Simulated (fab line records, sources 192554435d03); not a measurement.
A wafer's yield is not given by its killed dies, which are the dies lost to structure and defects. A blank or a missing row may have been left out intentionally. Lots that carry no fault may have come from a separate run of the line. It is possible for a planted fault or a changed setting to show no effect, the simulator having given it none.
Split-lot trial	flow n5Finfet	7 lots, 21 wafers read, on a route of 1938 steps

SPLIT DETAILS
At N5_GATE_CUT_ETCH_58 (etches SiNx in CH3F/O2, target depth 17 nm, time 128.6 s), the setting sourceW was moved away from the recipe's 415 W on 8 of the 21 wafers read, by -14.5% to +12.6%. The other wafers ran this setting at the recipe's value.

The split's own step is where the reading is taken.

THE READING
rfVppV, in V, at N5_GATE_CUT_ETCH_58 (etches SiNx in CH3F/O2, target depth 17 nm, time 128.6 s). A value of 98.9 V with a standard deviation of 0.92 V is what fault-free wafers of this fab line usually give.

wafer	tool, chamber at the split	sourceW as run, W	against the recipe	rfVppV, V	against lot-mates on the recipe
L074.2	rieDiel-06, 2	415	recipe	99.6	-
L074.4	rieDiel-06, 1	415	recipe	98.1	-
L074.6	rieDiel-06, 3	415	recipe	97.7	-
L076.1	rieDiel-03, 0	415	recipe	98.2	-
L076.4	rieDiel-03, 2	366.8	-11.6%	102.3	+4.1
L076.6	rieDiel-03, 0	366.8	-11.6%	102.8	+4.6
L080.1	rieDiel-02, 2	415	recipe	100.2	-
L080.4	rieDiel-02, 1	415	recipe	99.2	-
L080.5	rieDiel-02, 3	415	recipe	99.6	-
L083.1	rieDiel-03, 0	467.4	+12.6%	94.6	-5.2
L083.3	rieDiel-03, 1	467.4	+12.6%	97.6	-2.2
L083.5	rieDiel-03, 3	415	recipe	99.8	-
L089.1	rieDiel-06, 3	371.6	-10.5%	102.8	+3.6
L089.3	rieDiel-06, 1	415	recipe	98.8	-
L089.5	rieDiel-06, 3	415	recipe	99.5	-
L096.3	rieDiel-02, 0	354.8	-14.5%	105.2	+6.4
L096.5	rieDiel-02, 3	354.8	-14.5%	103.9	+5.1
L096.6	rieDiel-02, 2	415	recipe	98.8	-
L097.1	rieDiel-06, 3	438.4	+5.6%	97.6	-0.7
L097.2	rieDiel-06, 0	415	recipe	98.2	-
L097.5	rieDiel-06, 2	415	recipe	98.3	-

FIT RESULTS
A straight line over all 21 wafers: rfVppV changes by -0.312 V for each +1% of sourceW; r = -0.93; the points scatter about the line by 0.94 V.
The same after taking each lot's own level away (the mean of its wafers on the recipe; 21 wafers): -0.344 V for each +1%; r = -0.96; scatter 0.76 V.
Per that fit: largest sourceW move, reading shift of 5 V.
The span of the lots' own levels, 98.20 to 99.80 V, comes to 1.7 times the standard deviation stated above.
The two slopes agree, so the slope changes little with the lot-to-lot level.
Check: for one of the wafers moved furthest among these (-14.5%), held out of the fit, the line's prediction against its lot-mates is +4.92 V. Against them it came out at +6.4 V.
Tool readings at the split's step, against how far the setting was moved: rfVppV r = -0.93.

FURTHER SPLITS ON THESE WAFERS
Other splits were also applied to these wafers ahead of the reading. Each is held against what the fit with the lots' levels taken away leaves over:
other split on the same wafers	wafers away from the commonest value	r with rfVppV (lot level and that fit taken away)
N5_SDB_STRIP_22 powerW	5	-0.25
N5_HKMG_FIN_HK_ALD_01 aldCycles	7	-0.12
N5_HKMG_FIN_EXPOSE_46 doseMj	3	-0.05

THE WHOLE CHAIN: every reading that the file lists as answering this split, in the file's order
step	what it does	reading	change (the file's fit)	r (the file's)
N5_GATE_CUT_ETCH_58	etches SiNx in CH3F/O2, target depth 17 nm, time 128.6 s	rfVppV	-0.342 V for each +1% of the setting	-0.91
N5_GATE_CUT_ETCH_58	etches SiNx in CH3F/O2, target depth 17 nm, time 128.6 s	etch.depthNm (the simulator's own value, which no gauge read)	+0.0583 nm for each +1% of the setting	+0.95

THE FILE'S OWN FIT
rfVppV changes by -0.342 V for each +1% of sourceW, r = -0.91.
